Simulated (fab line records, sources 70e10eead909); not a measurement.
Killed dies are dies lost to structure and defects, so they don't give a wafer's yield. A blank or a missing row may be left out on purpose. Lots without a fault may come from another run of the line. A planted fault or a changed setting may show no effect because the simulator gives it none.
Which tool did it? | flow nand_harc | 13 lots, 38 wafers sampled, at 1 step of a route of 1302

WHAT THE GAUGES READ, wafer by wafer
NHARC_A_BLC_INSPECT_28.
lot  | measured     | on                | raw_defect_count
L590 | day 22 22:22 | defect_inspect-01 | 591 484 515
L592 | day 23 13:13 | defect_inspect-02 | 491 481 689
L593 | day 23 17:58 | defect_inspect-01 | 313 397 447
L597 | day 26 01:34 | defect_inspect-02 | 504 441 536
L600 | day 27 14:33 | defect_inspect-02 | 529 566
L606 | day 29 19:49 | defect_inspect-01 | 361 348 318
L608 | day 30 01:29 | defect_inspect-02 | 400 524 659
L607 | day 30 06:15 | defect_inspect-01 | 596 474 688
L609 | day 30 23:35 | defect_inspect-01 | 374 567 555
L610 | day 31 02:16 | defect_inspect-01 | 506 561 421
L611 | day 31 04:53 | defect_inspect-01 | 409 528 445
L612 | day 31 07:26 | defect_inspect-01 | 409 529 579
L613 | day 32 07:10 | defect_inspect-01 | 489 415 401

WHICH TOOL RAN EACH LOT (tool, then ch and the chambers of the sampled wafers, then the start)
The record holds no process step before these readings.

WHAT THE TOOLS THEMSELVES READ (means of the sampled wafers that have a number; where no wafer has one, the mark that the record gives instead)
The record holds no such reading with a usual standard deviation.

THE ANSWER, worked out from the rows above alone
Rule: what is usual is taken from the lots themselves. Put in order of their means at a reading, lots are off if they are a third of the lots or fewer, leave a main group of 4 or more, and stand apart from it by a gap of 3 or more times the standard deviation of the main group's means; of several such gaps the widest counts. A main group whose means are all the same, to the digits that the tables above print for the reading, isn't used. A lot without any number at a reading at which 4 lots or more have one is off too. The other lots that the step has rows for count as sound. The gauges are gone through in route order, then the tools' own readings, and for those a lot's mean is taken as printed above. The first step at which some lot is off is used, and at that step the reading that is off furthest; a lot without a number counts as furthest.
No lot is off at any reading shown: from this, nothing can be told.

WHAT THE SIMULATOR HAD PUT IN
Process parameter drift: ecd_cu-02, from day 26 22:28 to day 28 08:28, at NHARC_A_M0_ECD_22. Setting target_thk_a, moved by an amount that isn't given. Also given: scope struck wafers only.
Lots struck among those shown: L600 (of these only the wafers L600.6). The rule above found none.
